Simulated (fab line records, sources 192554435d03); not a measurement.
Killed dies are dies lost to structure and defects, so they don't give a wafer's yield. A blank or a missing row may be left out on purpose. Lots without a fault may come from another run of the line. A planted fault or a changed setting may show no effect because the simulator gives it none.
A struck lot beside a sound one | flow n5_finfet | 16 steps out of a route of 1938
Sound: wafers L607.1, L607.3, L607.5. Struck: wafers L614.1, L614.3, L614.6. The cause comes at the end.
At each step with rows: each side's tool, then ch and its chambers, then its first start. Under that, the readings that differ: sound wafers | struck wafers | difference of the means | sigmas: that difference in standard deviations of wafers without a fault.
alike: readings whose means differ by less than 2 such deviations, and words and numbers that are the same on both sides. not compared: withheld readings, readings that some wafer has no value for, bounds like >300 that may hide the same value, and numbers for which the record gives no deviation and whose values overlap.
The two part at a step that has a row with sigmas, a row that says differs or no value, or rows on one side only. Numbers that don't overlap but have no deviation are shown without sigmas and don't part them. A reading that every wafer of one side lacks parts them only if that side has two wafers or more.

N5_BEOL_M2_STRIP_97: strips in N2/H2, time 10 s.
  sound on rie_diel-04 ch 0,1; struck on rie_diel-05 ch 2,3
  alike: drypump_motor_current_A, oes_product_au, rf_vpp_V, showerhead_plenum_p_Torr, throttle_valve_pct
  not compared: rf_hours_counter_h
N5_BEOL_M2_OCD_MEAS_38:
  sound on ocd-01, day 7 07:47; struck on ocd-02, day 9 01:21
  alike: trench_depth_nm
then, 4 steps without rows for these wafers: N5_BEOL_M2_HM_STRIP_39 (strips TiN in peroxide tin strip, target depth 25 nm, time 158 s); N5_BEOL_M2_SRD_40 (time 30 s); N5_BEOL_M2_PRECLEAN_42 (cleans in residue remover, time 60 s); N5_BEOL_M2_SRD_43 (time 30 s).
N5_BEOL_M2_CD_MEAS_35: target cd 18 nm, target cd y 22.2 nm.
  sound on cd_sem-03, day 7 07:57; struck on cd_sem-03, day 9 01:31
  alike: cd_nm
N5_BEOL_M2_DEGAS_44: time 60 s.
  sound on pvd_sputter-03, day 7 08:21; struck on pvd_sputter-03, day 9 01:50
  alike: heater_power_w
N5_BEOL_M2_PRE_CLEAN_45: time 30 s.
  sound on pvd_sputter-03, day 7 08:23; struck on pvd_sputter-03, day 9 01:52
  alike: heater_power_w
N5_BEOL_M2_ALD_84: deposits TaN, pulse time 2 s, purge time 3 s, co reactant purge time 2 s.
  sound on ald_metal-01 ch 0,2, day 7 08:28; struck on ald_metal-03 ch 0,2, day 9 01:56
  alike: heater_power_w
N5_BEOL_M2_SURFACE_TREAT_85:
  sound on pvd_sputter-03, day 7 08:44; struck on pvd_sputter-03, day 9 02:19
  alike: ar_flow_sccm
  not compared: throttle_valve_pct
then, 1 step without rows for these wafers: N5_BEOL_M2_CVD_47 (deposits Co from CCTBA/H2, target thk 3 nm, time 223.8 s).
N5_BEOL_M2_SPUTTER_48: material Cu, target thk 4.5 nm, time 8.29 s.
  sound on pvd_sputter-03, day 7 09:01; struck on pvd_sputter-01, day 9 02:46
  no value came back on the struck wafers for chamber_pressure_pa (Pa), chuck_gas_flow_sccm (sccm), throttle_valve_pct (%); on the sound wafers chamber_pressure_pa (Pa) reads 0.07008 0.07001 0.07007
then, 1 step without rows for these wafers: N5_BEOL_M2_ANNEAL_49 (time 240 s).
N5_BEOL_M4_RC_MEAS_101:
  sound on prober-02 ch 0, day 8 14:24; struck on prober-02 ch 0, day 9 23:55
  reading        | sound          | struck         | difference | sigmas
  IOFF_P (nA/um) | 0.26 0.27 0.27 | 0.22 0.16 0.16 | -0.09      | -3
  ION_P (uA/um)  | 470 477 468    | 454 455 450    | -19        | -2
  VT_P (mV)      | -246 -243 -248 | -252 -255 -259 | -10        | -3
  alike: DIBL_N, DIBL_P, IOFF_N, ION_N, SS_N, SS_P, VT_N
-- the record jumps here: 4 days lie between the struck wafers' starts before and after (it left off in module BEOL_M4 and takes up again in module PASSIVATION, whose first step shown is number 1936 of the route) --
N5_PASSIVATION_PROBE_49:
  the record has rows for the struck wafers here (prober-02, day 14 09:20) and none for the sound ones

WHERE THEY PART
First at N5_BEOL_M2_SPUTTER_48; last, within this record, at N5_PASSIVATION_PROBE_49.

WHY: what the simulator had put in
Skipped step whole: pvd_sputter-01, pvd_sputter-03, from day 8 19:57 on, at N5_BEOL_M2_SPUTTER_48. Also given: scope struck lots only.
